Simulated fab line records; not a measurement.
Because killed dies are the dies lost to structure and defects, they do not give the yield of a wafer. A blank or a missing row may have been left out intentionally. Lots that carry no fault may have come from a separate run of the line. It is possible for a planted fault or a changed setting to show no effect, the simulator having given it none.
Problem report in the 8D (eight disciplines) form, filled by code	flow n5Finfet	the parts of the form that need people (team, actions taken, sign-off) are left out

== 1. THE ISSUE ==
thkNm at N5_SD_EPI_N_EPI_MEAS_23 reads a mean of 65.3 nm on 2 wafers of 2 lots; wafers without a fault read 59.1 nm with a standard deviation of 1.3. That puts it +4.8 standard deviations away from the usual mean.
The first sign was on wafer L799.6 at day 7 16:09, on filmMetro-01. The record has a number at this step for 27 wafers belonging to 10 lots. Rule for "out", or "out of limits": more than 4 standard deviations from the usual mean. The other wafers with a number count as sound.

== 2. WHAT IT IS AND WHAT IT IS NOT ==
question	is	is not
which readings at this step	thkNm	-
which lots	L799, L800	L782, L783, L785, L787, L788, L790, L791, L802
which wafers of those lots	L799.6, L800.6	L799.3, L800.3
read on which gauges	filmMetro-01, filmMetro-02	-
when	from day 7 16:09	up to then (21 sound wafers); but 4 sound wafers of L800, L802 came after

== 3. SUSPECTS, AND WHAT RULES EACH OUT ==
Counting: any tool at a process step up to the reading remains a suspect provided it ran every lot that is out. Sound lots after the first of them don't rule it out here, since some wafers of a struck lot are sound.
- the gauge at N5_SD_EPI_N_EPI_MEAS_23 is ruled out. 2 gauges (filmMetro-01, filmMetro-02) read the wafers that are out.
- epiRpcvd-01 at N5_SD_EPI_N_EPI_21 (deposits Si:P, time 690 s): kept. It ran every lot that is out, first L799 (day 7 14:37); its last sound lot up to then is L791 (day 5 22:05).
The count leaves epiRpcvd-01 at N5_SD_EPI_N_EPI_21.

== 4. THE CAUSE (what the simulator had put in) ==
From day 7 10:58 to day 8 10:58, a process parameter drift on epiRpcvd-01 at N5_SD_EPI_N_EPI_21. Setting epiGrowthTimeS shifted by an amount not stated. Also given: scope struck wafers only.
The count eliminated every tool but this one.

== 5. THE EFFECT CHAIN, in route order ==
Each row: a reading whose mean over the struck wafers that have a number lies more than 3 standard deviations from the usual. Only readings for which the record gives a usual standard deviation are gone through. hours: the time from each lot's start at the first step in this table that gives one to its start at this step, as a median over the lots. sigmas: the change in usual standard deviations.
hours	step	reading	usual	on struck wafers	change	sigmas
0	N5_SD_EPI_N_EPI_MEAS_23	thkNm	59.1 nm	65.3	+6.2	+4.8
6	N5_SD_ACTIVATION_RS_MEAS_03	RS_SD_N	21.82 ohm/sq	19.73	-2.09	-7.8
206	N5_BEOL_M4_RC_MEAS_101	RS_SD_N	28.3 ohm/sq	25.6	-2.8	-8.6

== 6. WHAT WOULD HAVE CAUGHT IT SOONER ==
Counted from the fault's start at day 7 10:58, it took 5 hours until the first out-of-limits reading at a measuring or inspecting step in this record, taken at day 7 16:09.
L800, from the lots that are out (2), started N5_SD_EPI_N_EPI_21 on epiRpcvd-01 later than day 7 16:09. Had the tool been put on hold then, it would have been spared.
